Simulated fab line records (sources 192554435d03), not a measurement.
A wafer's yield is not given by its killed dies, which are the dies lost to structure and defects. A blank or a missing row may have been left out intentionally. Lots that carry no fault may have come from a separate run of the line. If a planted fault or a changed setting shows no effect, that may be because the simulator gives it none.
fab line records    flow n5-finfet
[record] lots = 10  wafers = 30  last-day = 18
route steps=1938 shown HKMG_FIN@386 BEOL_M4@1111 PASSIVATION@1936
lots untouched by any fault: they come from a run of this same line in which no faults occurred
start-h: start of the lot's first displayed wafer, in hours after the record's first day    wait-h: hours from the lot's prior step to this one    " identical to the entry in the row above    L1.1+2: a row that stands for several wafers    - no value present, or no start provided    * or withheld: withheld    < > ~ a bound
route shown NAME@n: NAME is a module with steps in the file, n the number in the route of the first one    usual: the fault-free wafers' mean and standard deviation    same: alike in all rows    chamber/n: place in a boat    sites: each site's reading    _std_site: how widely they spread, as a standard deviation    _edge_site: inner sites' mean taken away from outer sites' mean    radius-mm: how far each site lies from the wafer's centre    mask NAME#n: copy n    behind: the last tool/chamber to shape the wafer    hold: cause of the lot's hold/its duration in hours/its outcome    device: transistor that didn't switch, given as n, p or np    end of line: the route-end tests of the same wafers    a step without rows: its recipe alone    killed: the dies lost at the first sort to structure and to defects; this is not the yield of the wafer    map: a wafer's dies, marking killed ones x, the rest . and places with no die _
set.NAME: the setting that was run; set.NAME@STEP: the one run at that earlier step    model.NAME: the simulator's own value behind a step, which no gauge read
the route's steps for a sample of lots (tables are steps, rows are wafers)
services: from which hour (start-h, from the record's first day; less than 0 if before it) a tool's chamber was out of use, for how many hours, and why
[[steps]]
[step N5_HKMG_FIN_HK_ALD_01]
[recipe] material = HfO2  target-thk-a = 16  temp-c = withheld  ald-precursor-family = HfCl4  ald-co-reactant = H2O  pulse-time-s = 3  purge-time-s = 3  co-reactant-purge-time-s = 2.5  co-reactant-pulse-time-s = 0.3  ald-cycles = 30
[usual] ald-cycles = 30/0  precursor-pulse-height-rel = 1.004/0.021
lot.wafer  tool       chamber  start-h  wait-h  ald-cycles  precursor-pulse-height-rel
L185.1     ald-hk-01  2        81.61    0.0     30          0.982
L185.4     "          3        "        "       30          1.005
L185.6     "          3        "        "       30          1.016
L190.1     ald-hk-02  2        107.22   0.0     30          1.020
L190.3     "          0        "        "       30          0.971
L190.4     "          3        "        "       30          1.021
L191.1     ald-hk-01  1        111.09   0.0     30          1.008
L191.4     "          3        "        "       30          1.008
L191.6     "          3        "        "       30          1.036
L192.1     ald-hk-03  1        120.92   0.0     30          1.012
L192.3     "          2        "        "       30          1.068
L192.6     "          3        "        "       30          1.008
L194.3     ald-hk-02  2        134.15   0.0     30          1.024
L194.4     "          0        "        "       30          0.999
L194.6     "          3        "        "       30          1.006
L198.3     ald-hk-02  0        159.73   0.0     30          0.985
L198.5     "          3        "        "       30          1.022
L198.6     "          2        "        "       30          0.997
L202.2     ald-hk-03  3        181.14   0.1     30          1.017
L202.3     "          1        "        "       30          0.982
L202.6     "          3        "        "       30          1.015
L203.1     ald-hk-03  0        185.00   0.1     30          1.016
L203.3     "          1        "        "       30          1.023
L203.5     "          1        "        "       30          0.994
L205.2     ald-hk-02  0        197.35   0.1     30          1.001
L205.4     "          1        "        "       30          1.049
L205.5     "          3        "        "       30          0.993
L207.1     ald-hk-03  3        208.52   0.0     30          0.982
L207.3     "          1        "        "       30          1.014
L207.4     "          0        "        "       30          0.967
[step N5_HKMG_FIN_HK_ANNEAL_02]
[recipe] temp-c = 700  time-s = 30  ambient = N2  idle-temp-c = 600  ramp-up-c-per-s = 150  ramp-down-c-per-s = 60  cool-to-c = 600
[usual] lamp-power-pct = 8.79/0.048  wafer_temp_C_max = 702.9/0.73
[same] time-s = 30
lot.wafer  tool           chamber  start-h  wait-h  lamp-power-pct  wafer_temp_C_max
L185.1     rtp-anneal-02  0        81.84    0.2     8.84            703.1
L185.4     "              0        "        "       8.75            702.9
L185.6     "              0        "        "       8.76            702.4
L190.1     rtp-anneal-02  0        107.50   0.2     8.80            703.2
L190.3     "              0        "        "       8.75            703.2
L190.4     "              0        "        "       8.80            705.1
L191.1     rtp-anneal-01  0        111.27   0.1     8.71            703.4
L191.4     "              0        "        "       8.82            702.5
L191.6     "              0        "        "       8.77            703.0
L192.1     rtp-anneal-02  0        121.11   0.1     8.86            703.4
L192.3     "              0        "        "       8.80            702.3
L192.6     "              0        "        "       8.78            704.1
L194.3     rtp-anneal-01  0        134.40   0.2     8.82            702.2
L194.4     "              0        "        "       8.78            703.4
L194.6     "              0        "        "       8.67            703.3
L198.3     rtp-anneal-01  0        159.97   0.2     8.73            703.5
L198.5     "              0        "        "       8.78            702.5
L198.6     "              0        "        "       8.80            702.5
L202.2     rtp-anneal-02  0        181.75   0.5     8.82            703.2
L202.3     "              0        "        "       8.83            703.0
L202.6     "              0        "        "       8.84            702.8
L203.1     rtp-anneal-02  0        185.34   0.2     8.83            702.8
L203.3     "              0        "        "       8.75            703.5
L203.5     "              0        "        "       8.77            701.7
L205.2     rtp-anneal-02  0        197.72   0.2     8.72            704.0
L205.4     "              0        "        "       8.79            702.7
L205.5     "              0        "        "       8.73            703.1
L207.1     rtp-anneal-02  0        208.71   0.1     8.88            703.1
L207.3     "              0        "        "       8.83            703.8
L207.4     "              0        "        "       8.75            702.4
[step N5_HKMG_FIN_ALD_75]
[recipe] material = Al2O3  target-thk-a = 10  temp-c = 150  ald-precursor-family = TMA  ald-co-reactant = H2O  pulse-time-s = withheld  co-reactant-pulse-time-s = 1
[usual] heater-power-w = 151/14  precursor-pulse-height-rel = 1.000/0.021  susceptor-temp-C = 150.01/0.16
lot.wafer  tool       chamber  start-h  wait-h  heater-power-w  precursor-pulse-height-rel  susceptor-temp-C
L185.1     ald-hk-02  2        82.13    0.0     163             1.026                       149.90
L185.4     "          3        "        "       177             1.003                       150.24
L185.6     "          0        "        "       128             0.994                       149.84
L190.1     ald-hk-03  1        107.97   0.0     158             0.984                       150.09
L190.3     "          3        "        "       157             1.006                       149.87
L190.4     "          2        "        "       132             1.021                       149.76
L191.1     ald-hk-02  0        111.56   0.0     127             0.997                       150.15
L191.4     "          1        "        "       153             1.007                       149.89
L191.6     "          3        "        "       177             0.957                       150.07
L192.1     ald-hk-02  0        121.42   0.0     124             1.024                       149.78
L192.3     "          2        "        "       163             0.956                       150.21
L192.6     "          1        "        "       153             0.987                       150.13
L194.3     ald-hk-03  3        134.63   0.0     153             0.970                       150.17
L194.4     "          0        "        "       143             1.025                       149.83
L194.6     "          2        "        "       129             1.014                       150.04
L198.3     ald-hk-03  3        160.20   0.0     154             0.993                       150.15
L198.5     "          3        "        "       153             0.980                       149.83
L198.6     "          0        "        "       142             0.987                       149.94
L202.2     ald-hk-02  1        182.09   0.1     152             1.008                       149.98
L202.3     "          3        "        "       175             1.026                       150.10
L202.6     "          2        "        "       164             1.013                       149.94
L203.1     ald-hk-01  3        185.63   0.0     126             1.015                       149.97
L203.3     "          0        "        "       161             1.018                       150.03
L203.5     "          2        "        "       151             1.009                       149.76
L205.2     ald-hk-01  3        197.98   0.0     129             1.023                       149.88
L205.4     "          2        "        "       154             0.984                       149.87
L205.5     "          2        "        "       151             1.011                       149.97
L207.1     ald-hk-01  3        209.00   0.0     132             0.987                       150.19
L207.3     "          0        "        "       163             1.032                       150.08
L207.4     "          2        "        "       152             0.983                       149.65
[step N5_HKMG_FIN_ALD_91]
[recipe] material = TiN  target-thk-a = 10  temp-c = 400  ald-precursor-family = TiCl4  ald-co-reactant = NH3  pulse-time-s = 1  purge-time-s = 3  co-reactant-purge-time-s = 2  co-reactant-pulse-time-s = 2  ald-cycles = 47  pressure-torr = 3
[usual] ald-cycles = 47/0  heater-power-w = 860/110  precursor-pulse-height-rel = 1.001/0.019  susceptor-temp-C = 400.02/0.24
lot.wafer  tool          chamber  start-h  wait-h  ald-cycles  heater-power-w  precursor-pulse-height-rel  susceptor-temp-C
L185.1     ald-metal-01  3        87.35    0.3     47          765             0.994                       400.31
L185.4     "             2        "        "       47          828             1.013                       399.38
L185.6     "             3        "        "       47          781             1.003                       400.64
L190.1     ald-metal-04  1        112.85   0.3     47          778             0.987                       400.06
L190.3     "             0        "        "       47          751             0.962                       399.81
L190.4     "             3        "        "       47          773             0.996                       399.90
L191.1     ald-metal-04  2        116.39   0.3     47          759             0.988                       400.17
L191.4     "             1        "        "       47          788             1.009                       400.08
L191.6     "             2        "        "       47          748             1.009                       400.22
L192.1     ald-metal-01  2        126.86   0.3     47          837             0.987                       399.94
L192.3     "             0        "        "       47          928             1.006                       400.20
L192.6     "             1        "        "       47          1053            0.991                       400.68
L194.3     ald-metal-01  3        139.43   0.1     47          764             1.005                       399.99
L194.4     "             0        "        "       47          910             0.998                       399.95
L194.6     "             3        "        "       47          777             0.980                       399.79
L198.3     ald-metal-01  3        165.84   0.2     47          764             1.013                       399.87
L198.5     "             2        "        "       51          836             0.993                       400.15
L198.6     "             3        "        "       47          777             0.997                       399.66
L202.2     ald-metal-01  3        187.12   0.3     47          775             0.999                       400.17
L202.3     "             1        "        "       47          1083            0.996                       399.62
L202.6     "             2        "        "       51          811             1.023                       399.89
L203.1     ald-metal-04  1        191.01   0.3     47          793             0.966                       399.71
L203.3     "             3        "        "       47          761             1.019                       399.98
L203.5     "             3        "        "       47          769             1.026                       399.95
L205.2     ald-metal-03  3        203.24   0.4     47          1028            1.003                       400.25
L205.4     "             2        "        "       47          1015            1.045                       400.14
L205.5     "             1        "        "       47          871             1.012                       399.83
L207.1     ald-metal-03  2        213.67   0.3     47          1009            1.029                       400.30
L207.3     "             1        "        "       47          876             1.001                       400.06
L207.4     "             3        "        "       47          1011            1.015                       400.38
[step N5_BEOL_M4_RC_MEAS_101]
[usual] DIBL_N = 36.0/2.2  DIBL_P = 36.2/2.4  IOFF_N = 0.16/0.035  IOFF_N_LONG = 5.49e-05/1.8e-06  IOFF_P = 0.21/0.037  ION_N = 672/13  ION_P = 461/7  SS_N = 71.4/0.69  SS_P = 73.2/0.75  VT_N = 250/3.4  VT_N_LONG = 275.3/1.9  VT_P = -251/3
lot.wafer  tool       chamber  start-h  wait-h  DIBL_N[mV/V]  DIBL_P[mV/V]  IOFF_N[nA/um]  IOFF_N_LONG[nA/um]  IOFF_P[nA/um]  ION_N[uA/um]  ION_P[uA/um]  SS_N[mV/dec]  SS_P[mV/dec]  VT_N[mV]  VT_N_LONG[mV]  VT_P[mV]
L185.1     prober-02  0        207.70   0.0     33.4          33.8          0.13           5.62e-05            0.17           678           460           70.8          72.1          252       273.9          -251
L185.4     "          0        "        "       30.8          32.2          0.10           5.47e-05            0.16           659           462           70.2          72.1          257       275.8          -254
L185.6     "          0        "        "       33.7          34.7          0.14           5.56e-05            0.19           679           465           70.8          72.4          249       273.5          -253
L190.1     prober-01  0        235.09   0.0     35.2          34.8          0.14           5.2e-05             0.18           665           455           71.1          72.2          253       276.7          -255
L190.3     "          0        "        "       32.3          32.9          0.11           5.15e-05            0.16           655           454           70.3          71.8          254       275.3          -252
L190.4     "          0        "        "       35.6          36.0          0.14           5.25e-05            0.19           667           461           71.0          72.8          251       274.8          -254
L191.1     prober-02  0        235.70   0.0     34.2          33.5          0.13           5.85e-05            0.18           675           465           70.3          72.5          252       272.9          -250
L191.4     "          0        "        "       36.7          37.9          0.18           5.76e-05            0.24           684           471           71.8          73.6          246       271.7          -246
L191.6     "          0        "        "       36.2          36.5          0.16           5.78e-05            0.22           683           460           70.8          73.1          249       273.5          -250
L192.1     prober-01  0        240.70   0.0     38.1          37.4          0.20           5.39e-05            0.21           667           455           72.1          73.1          250       274.0          -252
L192.3     "          0        "        "       38.7          40.3          0.22           5.37e-05            0.26           690           466           71.9          74.4          244       275.8          -246
L192.6     "          0        "        "       37.8          39.1          0.19           5.31e-05            0.23           677           459           71.7          73.5          248       275.1          -252
L194.3     prober-02  0        264.73   0.3     34.0          32.1          0.13           5.68e-05            0.18           666           458           71.1          72.2          253       275.1          -250
L194.4     "          0        "        "       36.6          35.7          0.18           5.64e-05            0.24           673           470           72.5          73.2          246       274.0          -246
L194.6     "          0        "        "       33.7          32.3          0.12           5.56e-05            0.18           665           460           70.4          72.5          253       273.8          -248
L198.3     prober-02  0        302.42   0.3     35.7          36.3          0.16           5.53e-05            0.20           673           466           71.7          73.6          251       280.5          -253
L198.5     "          0        "        "       36.6          37.7          0.12           4.35e-05            0.25           643           469           72.0          73.7          261       287.6          -249
L198.6     "          0        "        "       34.8          36.3          0.15           5.41e-05            0.20           669           458           71.0          73.3          250       278.8          -253
L202.2     prober-01  0        304.76   0.2     40.9          41.1          0.26           5.54e-05            0.30           700           476           72.6          75.2          243       276.1          -247
L202.3     "          0        "        "       38.3          37.2          0.18           5.48e-05            0.23           689           466           71.8          73.6          249       275.5          -251
L202.6     "          0        "        "       38.9          38.2          0.14           4.35e-05            0.27           668           467           71.8          74.7          259       286.1          -246
L203.1     prober-02  0        322.04   0.0     35.0          35.2          0.14           5.5e-05             0.18           658           455           70.9          72.9          252       274.6          -250
L203.3     "          0        "        "       33.6          33.7          0.11           5.46e-05            0.16           645           447           70.1          71.8          254       276.9          -254
L203.5     "          0        "        "       33.6          34.3          0.12           5.45e-05            0.16           649           451           70.0          71.6          255       274.6          -253
L205.2     prober-02  0        333.93   0.2     36.0          34.2          0.14           5.83e-05            0.21           677           467           71.6          73.0          251       275.0          -244
L205.4     "          0        "        "       39.7          38.0          0.20           5.82e-05            0.28           687           476           71.6          73.2          247       274.6          -243
L205.5     "          0        "        "       38.7          37.5          0.18           5.85e-05            0.26           677           471           71.9          73.5          247       277.5          -245
L207.1     prober-01  0        341.10   0.0     36.0          35.5          0.14           5.49e-05            0.20           676           466           70.8          73.0          251       274.2          -249
L207.3     "          0        "        "       37.5          37.4          0.18           5.56e-05            0.24           682           473           71.7          73.2          249       273.0          -247
L207.4     "          0        "        "       36.2          36.2          0.16           5.61e-05            0.21           678           466           71.3          73.0          250       275.7          -248
[step N5_PASSIVATION_PROBE_49]
[usual] defect-limited-yield = 91.2/1.4  killed_at_M0_to_M3 = 34/9.4  killed_at_M4_up = 14/5.6  killed-at-contacts = 13/7.8  killed-at-front-end = 37/10  killed-at-other = 4/3.3  killed-dies = 103/17  killed-open = 68/13  killed-short = 33/8.2  sort_bin_5_function = 5.1/0.92  sort_bin_6_memory = 3.3/0.71  sort_bin_8_speed = 0.01/0.043  sort-n-pass = 1077/17  sort-yield-pct = 91.2/1.4
[same] gross-dies = 1180  killed-at-back-side = 0  sort_bin_4_leakage[%] = 0
lot.wafer  tool       chamber  start-h  wait-h  defect-limited-yield[%]  killed_at_M0_to_M3  killed_at_M4_up  killed-at-contacts  killed-at-front-end  killed-at-other  killed-dies  killed-open  killed-short  sort_bin_5_function[%]  sort_bin_6_memory[%]  sort_bin_8_speed[%]  sort-n-pass  sort-yield-pct[%]
L202.6     prober-02  -        413.09   0.3     91.9                     26                  17               10                  42                   1                96           60           35            5.1                     2.5                   0                    1084         91.9
// killed by level:class
L202.6 BEOL_M0_SAQP:geometric-particle:open=13 GATE_CUT:geometric-particle:short=10 BEOL_M4:geometric-particle:open=10 MOL_CONTACT_COAG:geometric-particle:open=8 FIN_SAQP:geometric-particle:short=7 FIN_SAQP:geometric-particle:open=5 STI_FIN_REVEAL:geometric-particle:open=4 BEOL_M3:geometric-particle:open=4
[[services]]
tool          chamber  start-h  hours  kind
ald-hk-01     -        117.27   8.7    pm
ald-metal-04  -        119.93   0.2    repair
ald-metal-04  1        132.88   8.0    repair
ald-hk-01     -        138.86   2.8    pm
ald-metal-03  -        141.03   0.8    repair
ald-metal-04  -        206.18   28.1   pm
ald-hk-01     -        207.47   1.3    repair
[[key]]
[first-sign] step = N5_HKMG_FIN_ALD_91  reading = ald-cycles  direction = up  sigmas = 99+  usual = *  struck = *
[effect] step = N5_BEOL_M4_RC_MEAS_101  reading = IOFF_N_LONG  direction = down  sigmas = 6.3  usual = 5.49e-05  struck = 4.35e-05
[effect] step = N5_BEOL_M4_RC_MEAS_101  reading = VT_N_LONG  direction = up  sigmas = 6.2  usual = 275.3  struck = 286.8
[effect] step = N5_BEOL_M4_RC_MEAS_101  reading = VT_N  direction = up  sigmas = 2.9  usual = 250  struck = 260
met-at N5_HKMG_FIN_ALD_91
struck-lots L198,L202
struck-wafers L198.5,L202.6
not-acting-at N5_HKMG_FIN_HK_ALD_01,N5_HKMG_FIN_HK_ANNEAL_02,N5_HKMG_FIN_ALD_75
onset-between 126.86 165.84
[fault] kind = process-parameter-drift  tool = ald-metal-01  chamber = 2  onset-h = 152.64  steps = N5_HKMG_FIN_ALD_91  channel = ald-cycles  offset = *  shape = step  end-h = 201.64  acts-in = *  stated = *
